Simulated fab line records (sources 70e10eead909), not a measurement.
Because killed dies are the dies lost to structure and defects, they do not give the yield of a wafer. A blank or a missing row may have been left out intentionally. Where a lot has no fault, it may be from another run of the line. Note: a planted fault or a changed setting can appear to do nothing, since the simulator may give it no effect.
fab line records ; flow nand_harc
[record] lots = 12; wafers = 36; last_day = 25
route steps=1159 shown A_CHANNEL_HOLE_D1@476 A_CHANNEL_FILL_D1@493 END@1159
lots with no fault: from the same line, run without faults
start_h: hours from the record's first day to the start of the lot's first wafer shown ; wait_h: time in hours since the lot's previous step ; " the same as in the row above ; L1.1+2: one row covering several wafers at once ; - value missing, or start not given ; * or withheld: withheld ; < > ~ a bound
route shown NAME@n: names a module that has steps shown in the file, with the first one's number in the route ; usual: mean and standard deviation over wafers with no fault ; same: alike in all rows ; chamber/n: place in a boat ; sites: each site's reading ; _std_site: standard deviation of those values ; _edge_site: outer sites' mean less inner sites' ; radius_mm: how far each site lies from the wafer's centre ; mask NAME#n: copy n ; behind: the tool/chamber that last shaped the wafer ; hold: the reason the lot was held/the length of the hold in hours/how it ended ; device: the n, p or np transistor that did not switch ; end of line: at the end of the route, the tests of the same wafers ; a step without rows: its recipe alone ; killed: the dies lost at the first sort to structure and to defects; this is not the yield of the wafer ; map: per-die view of a wafer (x killed, . not killed, _ where there is no die)
set.NAME: the run value of the setting; set.NAME@STEP: its run value at that earlier step ; model.NAME: the simulator's own value behind a step, which no gauge read
route steps across a sampled set of lots; one table per step, one row per wafer
services: the hour from which a tool's chamber was out of use, counted from the record's first day as start_h (under 0 if before that day), plus the number of hours and why
[[steps]]
[step NHARC_A_CHANNEL_HOLE_D1_ETCH_24]
[recipe] bias_v = 5000; source_w = withheld; pressure_mtorr = 20; time_s = 906.2; ar_flow_sccm = 375; c4f8_flow_sccm = 93.8; o2_flow_sccm = 31.2; temp_c = -20; target_depth_a = 15000; chemistry = C4F8/O2/Ar
[usual] drypump_motor_current_A = 6.0/0.65; showerhead_plenum_p_Torr = 3.61/0.075; throttle_valve_pct = 32.235/0.0097
lot.wafer;tool;chamber;start_h;wait_h;drypump_motor_current_A;rf_hours_counter_h;showerhead_plenum_p_Torr;throttle_valve_pct
L414.2;har_etch-02;1;175.82;0.6;6.6;96;3.72;32.245
L414.3;har_etch-02;1;175.82;0.6;6.6;-;3.72;32.237
L414.5;har_etch-02;1;175.82;0.6;6.6;-;3.72;32.222
L415.2;har_etch-02;1;193.75;0.6;6.6;102;3.72;32.242
L415.4;har_etch-02;0;193.75;0.6;6.2;-;3.53;32.227
L415.3;har_etch-02;1;193.75;0.6;6.6;-;3.72;32.234
L417.1;har_etch-01;0;193.90;0.6;4.8;200;3.60;32.235
L417.4;har_etch-01;1;193.90;0.6;6.1;-;3.65;32.240
L417.6;har_etch-01;1;193.90;0.6;6.1;-;3.65;32.236
L419.1;har_etch-01;0;206.66;0.6;4.8;204;3.60;32.231
L419.3;har_etch-01;1;206.66;0.6;6.1;-;3.65;32.258
L419.6;har_etch-01;0;206.66;0.6;4.8;-;3.60;32.219
L418.2;har_etch-02;1;207.01;0.6;6.6;109;3.71;32.228
L418.3;har_etch-02;1;207.01;0.6;6.5;-;3.71;32.241
L418.6;har_etch-02;1;207.01;0.6;6.6;-;3.71;32.222
L421.2;har_etch-01;0;220.87;0.6;4.7;211;3.59;32.211
L421.4;har_etch-01;1;220.87;0.6;6.1;-;3.64;32.222
L421.5;har_etch-01;1;220.87;0.6;6.1;-;3.64;32.239
L423.1;har_etch-02;1;233.26;0.6;6.6;120;3.71;32.244
L423.5;har_etch-02;0;233.26;0.6;6.2;-;3.52;32.235
L423.6;har_etch-02;1;233.26;0.6;6.5;-;3.71;32.230
L424.4;har_etch-02;1;244.78;0.6;6.6;-;3.71;32.224
L424.5;har_etch-02;1;244.78;0.6;6.6;-;3.71;32.224
L424.6;har_etch-02;0;244.78;0.6;6.2;-;3.52;32.247
L431.1;har_etch-01;0;278.07;0.6;4.7;239;3.58;32.259
L431.3;har_etch-01;0;278.07;0.6;4.8;-;3.58;32.218
L431.4;har_etch-01;1;278.07;0.6;6.1;-;3.63;32.226
L433.1;har_etch-02;0;283.99;0.6;6.2;146;3.50;32.253
L433.4;har_etch-02;1;283.99;0.6;6.5;-;3.69;32.233
L433.6;har_etch-02;1;283.99;0.6;6.5;-;3.69;32.228
L435.2;har_etch-02;0;296.03;0.6;6.2;151;3.50;32.242
L435.1;har_etch-02;1;296.03;0.6;6.6;151;3.69;32.241
L435.4;har_etch-02;1;296.03;0.6;6.6;-;3.69;32.249
L436.1;har_etch-02;1;314.59;0.6;6.6;161;3.69;32.238
L436.4;har_etch-02;0;314.59;0.6;6.3;-;3.50;32.235
L436.3;har_etch-02;1;314.59;0.6;6.5;-;3.69;32.238
[step NHARC_A_CHANNEL_HOLE_D1_STRIP_43]
[recipe] o2_flow_sccm = 400; cos_flow_sccm = 20; ar_flow_sccm = 0; bias_w = 0; chemistry = O2/COS
lot.wafer;tool;chamber;start_h;wait_h
L414.3+2+5;rie_diel-06;0,2,1;178.23;0.1
L415.2+3+4;rie_diel-02;0,2,3;196.18;0.1
L417.1+4+6;rie_diel-06;2,1,3;196.31;0.1
L419.1+3+6;rie_diel-02;1,2,3;209.19;0.1
L418.3+2+6;rie_diel-03;1,3,2;209.57;0.0
L421.4+2+5;rie_diel-02;1,2,2;223.26;0.0
L423.1+5+6;rie_diel-02;3,0,1;235.65;0.1
L424.4+6+5;rie_diel-02;0,3,0;247.06;0.1
L431.3+1+4;rie_diel-03;1,2,3;280.59;0.1
L433.1+4+6;rie_diel-06;3,1,0;286.52;0.1
L435.2+1+4;rie_diel-03;3,0,1;298.56;0.1
L436.1+3+4;rie_diel-03;0,1,3;316.99;0.1
[step NHARC_A_CHANNEL_HOLE_D1_STRIP_27]
[recipe] o2_flow_sccm = 500; ar_flow_sccm = 0; bias_w = 0; chemistry = O2
[usual] drypump_motor_current_A = 5.7/0.45; oes_product_au = 1.003/0.01; rf_vpp_V = 57.8/0.89; showerhead_plenum_p_Torr = 3.54/0.14; throttle_valve_pct = 17.036/0.0095
lot.wafer;tool;chamber;start_h;wait_h;drypump_motor_current_A;oes_product_au;rf_hours_counter_h;rf_vpp_V;showerhead_plenum_p_Torr;throttle_valve_pct
L414.2;rie_diel-06;2;-;-;5.3;1.003;8.8;57.4;3.39;17.031
L414.3;rie_diel-06;3;-;-;5.4;1.003;7.7;57.7;3.70;17.030
L414.5;rie_diel-06;0;-;-;5.8;1.019;-;59.8;3.75;17.038
L415.3;rie_diel-02;1;-;-;6.1;1.005;2.2;58.8;3.61;17.032
L415.2;rie_diel-02;3;-;-;5.4;0.986;2.2;56.9;3.67;17.046
L415.4;rie_diel-02;0;-;-;5.2;1.009;2.8;58.2;3.69;17.029
L417.4;rie_diel-06;2;-;-;5.3;1.010;10.1;57.1;3.39;17.045
L417.1;rie_diel-06;3;-;-;5.4;0.999;8.8;56.8;3.70;17.025
L417.6;rie_diel-06;1;-;-;6.4;0.997;-;57.8;3.62;17.044
L419.1;rie_diel-02;2;-;-;6.0;1.011;2.7;57.7;3.37;17.037
L419.3;rie_diel-02;3;-;-;5.4;0.999;3.3;57.1;3.67;17.029
L419.6;rie_diel-02;3;-;-;5.4;0.988;-;57.7;3.66;17.031
L418.2;rie_diel-03;3;-;-;4.9;0.996;10.9;57.9;3.37;17.027
L418.3;rie_diel-03;0;-;-;5.9;0.990;11.3;57.6;3.49;17.046
L418.6;rie_diel-03;0;-;-;6.0;1.004;-;57.8;3.49;17.042
L421.2;rie_diel-02;3;-;-;5.4;0.998;4.5;58.6;3.66;17.045
L421.4;rie_diel-02;1;-;-;6.1;1.005;4.6;56.9;3.61;17.042
L421.5;rie_diel-02;0;-;-;5.2;1.016;-;57.5;3.69;17.035
L423.1;rie_diel-02;3;-;-;5.4;0.998;5.1;56.8;3.66;17.051
L423.6;rie_diel-02;3;-;-;5.4;1.001;-;58.3;3.66;17.035
L423.5;rie_diel-02;0;-;-;5.2;1.011;-;57.6;3.69;17.044
L424.4;rie_diel-02;2;-;-;6.1;1.013;5.6;57.4;3.37;17.024
L424.6;rie_diel-02;0;-;-;5.1;1.021;-;57.0;3.69;17.041
L424.5;rie_diel-02;1;-;-;6.1;0.999;-;57.8;3.61;17.030
L431.3;rie_diel-03;2;-;-;6.5;1.008;4.4;56.5;3.30;17.046
L431.1;rie_diel-03;3;-;-;5.0;1.022;4.8;55.8;3.37;17.051
L431.4;rie_diel-03;1;-;-;5.5;0.994;3.8;57.9;3.58;17.025
L433.4;rie_diel-06;3;-;-;5.4;1.007;3.4;58.0;3.69;17.033
L433.1;rie_diel-06;0;-;-;5.8;1.007;3.5;58.1;3.75;17.030
L433.6;rie_diel-06;1;-;-;6.4;0.996;-;58.5;3.62;17.031
L435.4;rie_diel-03;1;-;-;5.5;0.996;5.1;57.0;3.58;17.023
L435.2;rie_diel-03;2;-;-;6.4;1.000;5.8;55.6;3.30;17.020
L435.1;rie_diel-03;3;-;-;5.0;1.002;6.1;58.0;3.37;17.032
L436.3;rie_diel-03;3;-;-;5.0;1.001;7.0;58.6;3.37;17.022
L436.4;rie_diel-03;0;-;-;5.9;1.003;6.4;58.2;3.49;17.042
L436.1;rie_diel-03;1;-;-;5.5;0.996;6.4;57.6;3.57;17.045
[step NHARC_A_CHANNEL_HOLE_D1_INSPECT_40]
[usual] raw_defect_count = 59/18
lot.wafer;tool;chamber;start_h;wait_h;raw_defect_count
L414.2;defect_inspect-02;-;179.28;-;64
L414.3;defect_inspect-02;-;179.28;-;51
L414.5;defect_inspect-02;-;179.28;-;45
L415.2;defect_inspect-02;-;197.24;-;70
L415.3;defect_inspect-02;-;197.24;-;45
L415.4;defect_inspect-02;-;197.24;-;58
L417.1;defect_inspect-02;-;197.34;-;44
L417.4;defect_inspect-02;-;197.34;-;65
L417.6;defect_inspect-02;-;197.34;-;50
L419.1;defect_inspect-01;-;210.23;-;59
L419.3;defect_inspect-01;-;210.23;-;66
L419.6;defect_inspect-01;-;210.23;-;74
L418.2;defect_inspect-02;-;210.61;-;48
L418.3;defect_inspect-02;-;210.61;-;15
L418.6;defect_inspect-02;-;210.61;-;29
L421.2;defect_inspect-02;-;224.33;-;65
L421.4;defect_inspect-02;-;224.33;-;47
L421.5;defect_inspect-02;-;224.33;-;69
L423.1;defect_inspect-01;-;236.68;-;893
L423.5;defect_inspect-01;-;236.68;-;955
L423.6;defect_inspect-01;-;236.68;-;891
L424.4;defect_inspect-01;-;248.09;-;928
L424.5;defect_inspect-01;-;248.09;-;915
L424.6;defect_inspect-01;-;248.09;-;944
L431.1;defect_inspect-01;-;281.63;-;71
L431.3;defect_inspect-01;-;281.63;-;73
L431.4;defect_inspect-01;-;281.63;-;76
L433.1;defect_inspect-01;-;287.58;-;55
L433.4;defect_inspect-01;-;287.58;-;36
L433.6;defect_inspect-01;-;287.58;-;74
L435.1;defect_inspect-01;-;299.61;-;56
L435.2;defect_inspect-01;-;299.61;-;72
L435.4;defect_inspect-01;-;299.61;-;51
L436.1;defect_inspect-01;-;318.04;-;46
L436.3;defect_inspect-01;-;318.04;-;60
L436.4;defect_inspect-01;-;318.04;-;38
[step NHARC_A_CHANNEL_FILL_D1_ALD_03]
[recipe] target_thk_a = 60; pulse_time_s = 60; ald_cycles = 58; temp_c = 630; pressure_torr = 2; material = SiNx
[usual] precursor_pulse_height_rel = 1.001/0.02
lot.wafer;tool;chamber;start_h;wait_h;precursor_pulse_height_rel
L414.2;ald_sin_batch-01;0;-;-;1.010
L414.3;ald_sin_batch-01;0;-;-;1.014
L414.5;ald_sin_batch-01;0;-;-;1.028
L415.2;ald_sin_batch-01;0;-;-;0.998
L415.3;ald_sin_batch-01;0;-;-;1.016
L415.4;ald_sin_batch-01;0;-;-;1.002
L417.1;ald_sin_batch-01;0;-;-;0.950
L417.4;ald_sin_batch-01;0;-;-;1.013
L417.6;ald_sin_batch-01;0;-;-;0.998
L418.2;ald_sin_batch-02;0;-;-;1.028
L418.3;ald_sin_batch-02;0;-;-;1.009
L418.6;ald_sin_batch-02;0;-;-;0.966
L419.1;ald_sin_batch-02;0;-;-;0.990
L419.3;ald_sin_batch-02;0;-;-;0.968
L419.6;ald_sin_batch-02;0;-;-;0.970
L421.2;ald_sin_batch-01;0;-;-;0.981
L421.4;ald_sin_batch-01;0;-;-;1.016
L421.5;ald_sin_batch-01;0;-;-;1.024
L423.1;ald_sin_batch-02;0;-;-;1.011
L423.5;ald_sin_batch-02;0;-;-;0.977
L423.6;ald_sin_batch-02;0;-;-;0.983
L424.4;ald_sin_batch-02;0;-;-;0.963
L424.5;ald_sin_batch-02;0;-;-;0.981
L424.6;ald_sin_batch-02;0;-;-;1.010
L431.1;ald_sin_batch-03;0;-;-;1.031
L431.3;ald_sin_batch-03;0;-;-;0.996
L431.4;ald_sin_batch-03;0;-;-;0.967
L433.1;ald_sin_batch-01;0;-;-;1.022
L433.4;ald_sin_batch-01;0;-;-;0.991
L433.6;ald_sin_batch-01;0;-;-;1.014
L435.1;ald_sin_batch-01;0;-;-;1.000
L435.2;ald_sin_batch-01;0;-;-;0.964
L435.4;ald_sin_batch-01;0;-;-;0.975
L436.1;ald_sin_batch-01;0;-;-;1.011
L436.3;ald_sin_batch-01;0;-;-;1.006
L436.4;ald_sin_batch-01;0;-;-;0.998
[step NHARC_END_SORT_01]
[recipe] temp_c = 25
[usual] killed_at_array = 27/12; killed_at_other = 0.8/1; killed_at_periphery = 4.0/2.5; killed_dies = 32/11; killed_open = 3.3/1.8; killed_short = 2.0/1.5
[same] gross_dies = 677
lot.wafer;tool;chamber;start_h;wait_h;killed_at_array;killed_at_other;killed_at_periphery;killed_dies;killed_open;killed_short
L423.1;prober-02;0;496.45;2.5;105;1;2;108;4;2
L423.5;prober-02;0;499.62;3.7;88;0;2;90;4;2
L423.6;prober-02;0;500.41;4.0;117;2;2;121;4;2
L424.4;prober-01;0;499.66;3.4;81;0;7;88;4;2
L424.5;prober-01;0;500.47;3.7;85;0;8;93;2;1
L424.6;prober-01;0;501.29;4.1;105;0;6;111;5;3
// killed by level:class
L423.1 A_CHANNEL_HOLE_D1:unspecified=80 A_SLIT:chamber_film_flake=10 A_CHANNEL_HOLE_D1:chamber_film_flake=7 A_CONTACT:geometric_particle:open=3 A_CONTACT:chamber_film_flake=2 P_CONTACT:geometric_particle:short=1 A_SGD_CUT:geometric_particle:short=1 P_M1:chamber_film_flake=1
L423.5 A_CHANNEL_HOLE_D1:unspecified=60 A_SLIT:chamber_film_flake=7 A_CONTACT:chamber_film_flake=6 A_WL_FILL:chamber_film_flake=4 A_CONTACT:geometric_particle:open=3 A_CHANNEL_HOLE_D1:chamber_film_flake=3 P_STI:chamber_film_flake=2 A_SGD_CUT:geometric_particle:short=1
L424.4 A_CHANNEL_HOLE_D1:unspecified=57 A_SLIT:chamber_film_flake=12 A_CHANNEL_HOLE_D1:chamber_film_flake=3 A_CONTACT:chamber_film_flake=3 P_ZERO_WELL:chamber_film_flake=2 P_M2:chamber_film_flake=2 A_STAIRCASE:chamber_film_flake=2 P_CONTACT:geometric_particle:open=1
L423.6 A_CHANNEL_HOLE_D1:unspecified=95 A_SLIT:chamber_film_flake=6 A_CHANNEL_HOLE_D1:chamber_film_flake=5 A_CONTACT:chamber_film_flake=3 P_CONTACT:geometric_particle:open=2 A_STAIRCASE:chamber_film_flake=2 A_WL_FILL:chamber_film_flake=2 THIN_TSV:chamber_film_flake=2
L424.5 A_CHANNEL_HOLE_D1:unspecified=57 A_SLIT:chamber_film_flake=14 P_ZERO_WELL:chamber_film_flake=5 A_CHANNEL_HOLE_D1:chamber_film_flake=3 A_SGD_CUT:chamber_film_flake=3 A_CONTACT:chamber_film_flake=3 P_M2:chamber_film_flake=2 A_ONON_D1:geometric_particle:short=1
L424.6 A_CHANNEL_HOLE_D1:unspecified=76 A_SLIT:chamber_film_flake=10 A_CONTACT:chamber_film_flake=6 A_CHANNEL_HOLE_D1:chamber_film_flake=4 P_ZERO_WELL:chamber_film_flake=3 A_CHANNEL_FILL_D1:geometric_particle:short=2 P_GATE:geometric_particle:short=1 P_CONTACT:geometric_particle:open=1
[[services]]
tool;chamber;start_h;hours;kind
rie_diel-02;0;159.70;-;clean
rie_diel-02;1;159.70;-;clean
rie_diel-02;2;159.70;-;clean
rie_diel-02;3;159.70;-;clean
rie_diel-02;1;178.30;9.9;repair
rie_diel-02;0;184.20;-;clean
rie_diel-02;2;184.20;-;clean
rie_diel-02;3;184.20;-;clean
rie_diel-02;0;208.70;-;clean
rie_diel-02;1;208.70;-;clean
rie_diel-02;2;208.70;-;clean
rie_diel-02;3;208.70;-;clean
rie_diel-03;-;215.33;9.0;pm
rie_diel-02;0;233.20;-;clean
rie_diel-02;1;233.20;-;clean
rie_diel-02;2;233.20;-;clean
rie_diel-02;3;233.20;-;clean
ald_sin_batch-03;-;240.17;1.9;repair
rie_diel-02;0;257.70;-;clean
rie_diel-02;1;257.70;-;clean
rie_diel-02;0;291.11;15.9;repair
rie_diel-06;0;303.07;5.0;repair
har_etch-01;-;305.00;17.0;pm
ald_sin_batch-03;-;314.00;26.0;pm
[[key]]
[first_sign] step = NHARC_A_CHANNEL_HOLE_D1_INSPECT_40; reading = raw_defect_count; direction = up; sigmas = 49; usual = 59; struck = 921
[effect] step = NHARC_END_SORT_01; reading = killed_dies; direction = up; sigmas = 6.3; usual = 32; struck = 102
[more_kills_born_at] NHARC_A_CHANNEL_HOLE_D1_STRIP_43@rie_diel-02 = 425
met_at NHARC_A_CHANNEL_HOLE_D1_STRIP_43
struck_lots L423,L424
tester_left_out L423,L424
not_acting_at NHARC_A_CHANNEL_HOLE_D1_ETCH_24,NHARC_A_CHANNEL_HOLE_D1_STRIP_27,NHARC_A_CHANNEL_FILL_D1_ALD_03
onset_between 223.26 235.65
[fault] kind = chamber_particle_source; tool = rie_diel-02; chamber = -; onset_h = 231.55; steps = NHARC_A_CHANNEL_HOLE_D1_STRIP_43; rate_per_visit_cm2 = 1.3281; end_h = 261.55
// tester_left_out: of these lots the tester's yield and bins aren't shown, on N5 and GAA mostly nor the transistor test; their killed dies are dies lost to structure and defects alone, not to doping, threshold or leakage, so they don't give the yield
